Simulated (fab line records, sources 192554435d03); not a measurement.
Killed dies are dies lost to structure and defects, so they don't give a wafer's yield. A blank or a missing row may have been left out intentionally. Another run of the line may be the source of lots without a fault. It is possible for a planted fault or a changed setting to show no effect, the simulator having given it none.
A single fault, viewed from 3 desks -- flow n5Finfet -- each desk holds nothing but its own numbers, with what lay behind them at the end

THE DEFECT DESK
For each lot, the counts of the inspections along the route, averaged over the sampled wafers that have a number. A lot is out of limits, marked OUT, if its mean lies more than 4 standard deviations from the usual mean; the brackets give that distance.
Columns: A = rawDefectCount at N5_BEOL_M4_INSPECT_59, usual 84
lot,first seen here,A
L743,day 7 20:23,58
L745,day 9 07:51,81
L746,day 9 14:11,56
L753,day 11 21:11,145
L759,day 12 18:33,105
L760,day 12 20:53,53
L761,day 13 15:43,59
L762,day 13 19:59,90
L764,day 14 10:45,135
L763,day 14 17:01,92
This desk's verdict: no lot among the 10 shows anything out of limits.

THE METROLOGY DESK
What the gauges read for every lot (on any tool): the sampled wafers with a number, averaged. A lot is out of limits, marked OUT, if its mean lies more than 4 standard deviations from the usual mean; the brackets give that distance. Only the readings that lie furthest out on some lot appear, 7 of the 14 it has.
Columns: A = IOFF_N_LONG at N5_BEOL_M4_RC_MEAS_101, usual 5.54e-05 nA/um; B = IOFF_P at N5_BEOL_M4_RC_MEAS_101, usual 0.210 nA/um; C = ION_N at N5_BEOL_M4_RC_MEAS_101, usual 677 uA/um; D = ION_P at N5_BEOL_M4_RC_MEAS_101, usual 465 uA/um; E = VT_N at N5_BEOL_M4_RC_MEAS_101, usual 249.9 mV; F = VT_N_LONG at N5_BEOL_M4_RC_MEAS_101, usual 275.0 mV; G = VT_N_LVT at N5_BEOL_M4_RC_MEAS_101, usual 99.0 mV
lot,first seen here,A,B,C,D,E,F,G
L743,day 7 20:34,5.94e-05,0.230,684,473,247.1,271.8,98.2
L745,day 9 07:53,5.43e-05,0.227,672,465,249.2,275.8,98.8
L746,day 9 14:22,5.38e-05,0.187,675,460,250.8,275.1,99.1
L753,day 11 21:41,5.10e-05,0.201,662,463,254.3,278.3,104.1
L759,day 12 18:44,5.31e-05,0.210,675,464,251.1,273.8,101.2
L760,day 12 20:55,6.01e-05,0.213,679,469,247.6,271.1,98.6
L761,day 13 15:44,5.29e-05,0.171,671,457,250.9,276.0,102.2
L762,day 13 20:10,5.47e-05,0.209,672,463,250.4,275.0,100.0
L764,day 14 10:47,5.39e-05,0.182,668,456,250.8,275.5,99.1
L763,day 14 17:31,5.77e-05,0.215,681,466,247.6,273.2,96.5
This desk's verdict: no lot among the 10 shows anything out of limits.

THE TOOL OWNER'S DESK: wetBench-06
The tool's own readings at N5_HKMG_FIN_WET_ETCH_18 (etches TiN in SC1, time 55 s, target depth 5.2 nm, rinse time 30 s): means of the sampled wafers that have a number, for each lot that ran on this tool. A lot is out of limits, marked OUT, if its mean lies more than 4 standard deviations from the usual mean; the brackets give that distance.
Columns: A = bathHeatDutyPct at N5_HKMG_FIN_WET_ETCH_18, usual 7.1 %
lot,first seen here,A
L745,day 5 18:47,7.8
L746,day 5 19:41,7.3
L753,day 7 10:51,7.0
This desk's verdict: no lot among the 3 shows anything out of limits.

PUT TOGETHER
The defect desk saw nothing out of limits.
The metrology desk saw nothing out of limits.
Nothing out of limits was seen by the tool owner's desk.

WHAT THE SIMULATOR HAD INSERTED
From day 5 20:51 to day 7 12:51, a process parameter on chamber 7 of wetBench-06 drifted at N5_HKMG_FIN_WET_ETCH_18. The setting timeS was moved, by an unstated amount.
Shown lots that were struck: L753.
